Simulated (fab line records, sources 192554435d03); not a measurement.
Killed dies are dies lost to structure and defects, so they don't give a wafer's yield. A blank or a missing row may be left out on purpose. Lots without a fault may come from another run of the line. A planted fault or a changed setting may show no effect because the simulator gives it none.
Which tool did it? | flow n5_finfet | 10 lots, 30 wafers sampled, at 5 steps of a route of 1938

WHAT THE GAUGES READ, wafer by wafer
N5_BEOL_M4_RC_MEAS_101. Usual: CJ_N 4.32, standard deviation 0.089; DIBL_N 36.1 mV/V, standard deviation 2.3; DIBL_P 36 mV/V, standard deviation 3.2; IOFF_N 0.16 nA/um, standard deviation 0.045; IOFF_P 0.21 nA/um, standard deviation 0.049; ION_N 674 uA/um, standard deviation 14; ION_P 462 uA/um, standard deviation 8.4; SS_N 71.6 mV/dec, standard deviation 0.83; SS_P 73.2 mV/dec, standard deviation 0.87; VT_N 249 mV, standard deviation 3.8; VT_P -250 mV, standard deviation 3.4.
lot  | measured     | on        | CJ_N           | DIBL_N (mV/V)  | DIBL_P (mV/V) | IOFF_N (nA/um) | IOFF_P (nA/um) | ION_N (uA/um) | ION_P (uA/um) | SS_N (mV/dec)  | SS_P (mV/dec)  | VT_N (mV)   | VT_P (mV)      | flag
L712 | day 10 20:59 | prober-02 | 4.17 4.23 4.22 | 35.1 39.1 37.9 | 34 39 37      | 0.13 0.20 0.18 | 0.21 0.28 0.25 | 659 675 673   | 461 466 465   | 70.7 72.3 71.7 | 72.9 73.6 73.7 | 250 248 248 | -249 -246 -245 |
L714 | day 12 02:29 | prober-01 | 4.41 4.30 4.38 | 36.3 33.2 36.7 | 33 30 35      | 0.14 0.10 0.14 | 0.18 0.15 0.21 | 650 672 682   | 449 459 470   | 71.9 71.6 72.0 | 72.9 72.3 73.0 | 254 255 253 | -250 -253 -250 |
L715 | day 11 20:04 | prober-01 | 4.33 4.33 4.34 | 39.1 38.2 36.7 | 42 40 39      | 0.22 0.20 0.19 | 0.29 0.26 0.26 | 686 679 695   | 468 465 481   | 72.3 72.0 71.3 | 74.4 73.7 73.7 | 246 248 244 | -246 -246 -246 |
L716 | day 12 16:52 | prober-02 | 4.14 4.23 4.16 | 35.8 34.3 34.7 | 36 34 35      | 0.15 0.13 0.14 | 0.20 0.17 0.19 | 674 669 677   | 458 461 460   | 71.7 71.1 70.5 | 72.9 72.6 72.1 | 249 249 249 | -251 -252 -251 |
L718 | day 12 13:42 | prober-02 | 4.25 4.35 4.43 | 35.9 31.9 35.3 | 36 31 34      | 0.16 0.10 0.16 | 0.18 0.13 0.17 | 671 663 670   | 449 451 453   | 71.5 69.7 70.8 | 74.0 72.0 72.7 | 248 252 246 | -250 -256 -255 |
L721 | day 14 01:37 | prober-01 | 4.34 4.37 3.95 | 31.5 30.9 30.2 | 30 30 29      | 0.09 0.09 0.09 | 0.14 0.14 0.13 | 645 657 654   | 446 456 456   | 70.8 69.4 69.7 | 72.5 71.8 71.4 | 257 254 256 | -254 -252 -254 |
L729 | day 15 19:12 | prober-01 | 4.33 4.35 4.40 | 34.4 35.0 35.4 | 36 37 37      | 0.14 0.14 0.15 | 0.16 0.19 0.19 | 672 678 676   | 458 466 465   | 71.9 72.0 72.3 | 72.9 73.1 73.5 | 251 254 251 | -255 -256 -253 |
L730 | day 15 19:40 | prober-02 | 4.32 4.24 4.24 | 36.0 34.3 38.8 | 35 33 39      | 0.16 0.15 0.24 | 0.22 0.20 0.29 | 669 670 688   | 460 459 464   | 71.3 71.2 72.0 | 72.8 72.3 73.4 | 248 248 243 | -247 -248 -247 |
L731 | day 17 04:29 | prober-01 | 4.18 4.47 4.48 | 35.1 36.6 35.3 | 37 38 37      | 0.15 0.19 0.15 | 0.23 0.23 0.21 | 659 682 665   | 460 457 454   | 71.3 72.4 71.9 | 73.8 73.2 73.4 | 250 248 252 | -250 -250 -250 |
L735 | day 17 10:15 | prober-01 | 4.29 4.28 4.37 | 37.5 40.1 37.4 | 39 42 38      | 0.20 0.24 0.19 | 0.25 0.29 0.24 | 683 679 681   | 463 461 466   | 72.7 72.7 72.0 | 73.3 74.2 73.7 | 246 246 247 | -248 -248 -247 |

N5_BEOL_M5_THK_MEAS_01. Usual: M5_ILD_THK 121.6 nm, standard deviation 1.7.
lot  | measured     | on            | M5_ILD_THK (nm)   | flag
L712 | day 10 23:01 | film_metro-01 | 124.3 125.1 125.5 |
L714 | day 12 03:52 | film_metro-02 | 123.8 121.3 126.6 |
L715 | day 11 21:28 | film_metro-02 | 124.3 122.5 123.6 |
L716 | day 12 18:16 | film_metro-02 | 120.8 123.6 123.4 |
L718 | day 12 15:35 | film_metro-01 | 120.2 122.4 121.5 |
L721 | day 14 03:29 | film_metro-01 | 120.6 121.2 123.1 |
L729 | day 16 01:09 | film_metro-01 | 121.4 123.1 122.2 |
L730 | day 16 02:43 | film_metro-01 | 121.6 119.9 124.1 |
L731 | day 17 06:01 | film_metro-01 | 119.3 119.8 122.5 |
L735 | day 17 11:23 | film_metro-02 | 124.6 122.6 122.0 |

WHICH TOOL RAN EACH LOT (tool, then ch and the chambers of the sampled wafers, then the start)
lot  | N5_ZERO_LAYER_PECVD_02         | N5_BEOL_M4_SPUTTER_92        | N5_BEOL_M5_CURE_79
L712 | pecvd-02 ch 0,1,2, day 1 12:18 | pvd_sputter-01, day 10 19:12 | uv_cure-03 ch 2, day 10 22:00
L714 | pecvd-04 ch 0,1, day 2 00:18   | pvd_sputter-03, day 12 00:47 | uv_cure-03 ch 1, day 12 03:26
L715 | pecvd-04 ch 1,2, day 2 06:17   | pvd_sputter-03, day 11 18:23 | uv_cure-02 ch 1, day 11 21:02
L716 | pecvd-04 ch 1,2, day 2 12:30   | pvd_sputter-02, day 12 15:10 | uv_cure-02 ch 2, day 12 17:50
L718 | pecvd-01 ch 0,2, day 3 00:28   | pvd_sputter-03, day 12 11:59 | uv_cure-03 ch 1, day 12 14:46
L721 | pecvd-04 ch 0,1,2, day 3 18:17 | pvd_sputter-01, day 13 23:55 | uv_cure-01 ch 0, day 14 02:38
L729 | pecvd-02 ch 1,2, day 5 18:17   | pvd_sputter-02, day 15 17:17 | uv_cure-02 ch 2, day 16 00:29
L730 | pecvd-01 ch 1,2, day 6 00:17   | pvd_sputter-03, day 15 17:49 | uv_cure-02 ch 0, day 16 01:53
L731 | pecvd-02 ch 0,1,2, day 6 06:28 | pvd_sputter-02, day 17 02:47 | uv_cure-03 ch 2, day 17 05:34
L735 | pecvd-04 ch 0,1,2, day 7 06:19 | pvd_sputter-03, day 17 08:08 | uv_cure-02 ch 2, day 17 11:06
- N5_ZERO_LAYER_PECVD_02: deposits SiO2 from SiH4/N2O, target thk 10 nm, time 6 s.
- N5_BEOL_M4_SPUTTER_92: material Cu, target thk 4.5 nm, time 8.29 s.
- N5_BEOL_M5_CURE_79: cures SiCOH lowk, time 240 s.

WHAT THE TOOLS THEMSELVES READ (means of the sampled wafers that have a number; where no wafer has one, the mark that the record gives instead)
N5_ZERO_LAYER_PECVD_02. Usual: heater_power_w 809 W, standard deviation 84; showerhead_plenum_p_Torr 8.13 Torr, standard deviation 0.095.
lot  | tool     | heater_power_w (W) | showerhead_plenum_p_Torr (Torr) | flag
L712 | pecvd-02 | 853                | 8.12                            |
L714 | pecvd-04 | 805                | 8.23                            |
L715 | pecvd-04 | 861                | 8.17                            |
L716 | pecvd-04 | 865                | 8.11                            |
L718 | pecvd-01 | 782                | 8.05                            |
L721 | pecvd-04 | 810                | 8.17                            |
L729 | pecvd-02 | 838                | 8.15                            |
L730 | pecvd-01 | 861                | 8.20                            |
L731 | pecvd-02 | 807                | 8.10                            |
L735 | pecvd-04 | 801                | 8.18                            |

N5_BEOL_M4_SPUTTER_92. Usual: chuck_sensor_temp_C -16.1 C, standard deviation 0.48; throttle_valve_pct 29.9 %, standard deviation 0.73.
lot  | tool           | chuck_sensor_temp_C (C) | throttle_valve_pct (%) | flag
L712 | pvd_sputter-01 | -16.1                   | 30.0                   |
L714 | pvd_sputter-03 | -16.7                   | 30.7                   |
L715 | pvd_sputter-03 | -16.2                   | 29.4                   |
L716 | pvd_sputter-02 | -15.8                   | 29.8                   |
L718 | pvd_sputter-03 | -16.8                   | 30.8                   |
L721 | pvd_sputter-01 | -15.9                   | 29.7                   |
L729 | pvd_sputter-02 | -15.7                   | 30.2                   |
L730 | pvd_sputter-03 | -16.3                   | 30.4                   |
L731 | pvd_sputter-02 | -15.8                   | 30.0                   |
L735 | pvd_sputter-03 | -16.0                   | 30.5                   |

N5_BEOL_M5_CURE_79. Usual: lamp_power_pct 52.31 %, standard deviation 0.057; wafer_temp_C_max 386.7, standard deviation 0.5.
lot  | tool       | lamp_power_pct (%) | wafer_temp_C_max | flag
L712 | uv_cure-03 | 52.37              | 386.6            |
L714 | uv_cure-03 | 52.29              | 386.9            |
L715 | uv_cure-02 | 52.34              | 386.9            |
L716 | uv_cure-02 | 52.33              | 386.8            |
L718 | uv_cure-03 | 52.31              | 386.3            |
L721 | uv_cure-01 | 52.34              | 386.8            |
L729 | uv_cure-02 | 52.32              | 387.4            |
L730 | uv_cure-02 | 52.38              | 387.2            |
L731 | uv_cure-03 | 52.30              | 386.1            |
L735 | uv_cure-02 | 52.31              | 386.7            |

THE ANSWER, worked out from the rows above alone
Rule: a lot is off if the mean of its wafers that have a number lies more than 3 standard deviations from the usual mean. A lot without any number at a reading at which 4 lots or more have one is off too. The other lots that the step has rows for count as sound. The gauges are gone through in route order, then the tools' own readings, and for those a lot's mean is taken as printed above. The first step at which some lot is off is used, and at that step the reading that is off furthest; a lot without a number counts as furthest.
No lot is off at any reading shown: from this, nothing can be told.

WHAT THE SIMULATOR HAD PUT IN
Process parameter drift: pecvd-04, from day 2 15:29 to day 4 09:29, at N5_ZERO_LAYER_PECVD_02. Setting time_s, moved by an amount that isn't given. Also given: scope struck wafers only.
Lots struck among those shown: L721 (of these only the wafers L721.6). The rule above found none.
